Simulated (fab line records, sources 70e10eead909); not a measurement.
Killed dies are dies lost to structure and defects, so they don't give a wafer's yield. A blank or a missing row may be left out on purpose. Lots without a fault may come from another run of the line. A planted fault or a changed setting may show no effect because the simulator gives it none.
Problem report in the 8D (eight disciplines) form, filled by code | flow nand_harc | the parts of the form that need people (team, actions taken, sign-off) are left out

1. THE PROBLEM
cd_nm at NHARC_A_BLC_CD_MEAS_10 reads a mean of 102.5 nm on 2 wafers of 2 lots; wafers without a fault read 100.0 nm with a standard deviation of 0.52. That is +4.9 standard deviations from the usual mean.
The step: target cd 100 nm.
First seen on wafer L728.3, day 20 23:45, on cd_sem-03. The record holds 37 wafers of 13 lots with a number at this step. Rule for "out", or "out of limits": more than 4 standard deviations from the usual mean. The other wafers with a number count as sound.

2. WHAT IT IS AND WHAT IT IS NOT
question                    | is                | is not
which readings at this step | cd_nm             | -
which lots                  | L728, L730        | L714, L715, L716, L717, L718, L719, L720, L731, L732, L733, L736
which wafers of those lots  | L728.3, L730.1    | L728.4, L730.2
read on which gauges        | cd_sem-03         | cd_sem-01, cd_sem-02
when                        | from day 20 23:45 | up to then (22 sound wafers); but 13 sound wafers of L730, L731, L732, L733, L736 came after

3. SUSPECTS, AND WHAT RULES EACH OUT
Counting: a tool at a process step up to the reading stays a suspect if it ran every lot that is out. Sound lots after the first of them don't rule it out here, since some wafers of a struck lot are sound.
- the gauge at NHARC_A_BLC_CD_MEAS_10: kept. All the wafers that are out were read on cd_sem-03, and no step on other tools shows them out.
- litho_track-06 at NHARC_A_BLC_DEVELOP_09 (develop time 35 s): kept. It ran every lot that is out, first L728 (day 20 23:00); its last sound lot up to then is L719 (day 18 21:00).
Left after counting: litho_track-06 at NHARC_A_BLC_DEVELOP_09, cd_sem-03 at NHARC_A_BLC_CD_MEAS_10.

4. THE CAUSE (what the simulator had put in)
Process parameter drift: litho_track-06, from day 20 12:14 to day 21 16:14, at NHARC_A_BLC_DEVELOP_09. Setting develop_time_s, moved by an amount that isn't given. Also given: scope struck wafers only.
Counting left 2 suspects, and this tool is among them.

5. THE CHAIN OF EFFECTS, in route order
Each row: a reading whose mean over the struck wafers that have a number lies more than 3 standard deviations from the usual. Only readings for which the record gives a usual standard deviation are gone through. hours: the time from each lot's start at the first step in this table that gives one to its start at this step, as a median over the lots. sigmas: the change in usual standard deviations.
hours | step                   | reading | usual    | on struck wafers | change | sigmas
0     | NHARC_A_BLC_CD_MEAS_10 | cd_nm   | 100.0 nm | 102.5            | +2.5   | +4.9

6. WHAT WOULD HAVE CAUGHT IT SOONER
In this record the first reading out of limits at a measuring or inspecting step was taken at day 20 23:45, 12 hours after the fault began at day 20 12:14.
Of the lots that are out (2), L730 began NHARC_A_BLC_DEVELOP_09 on litho_track-06 after day 20 23:45. A hold on the tool at that time would have spared it.
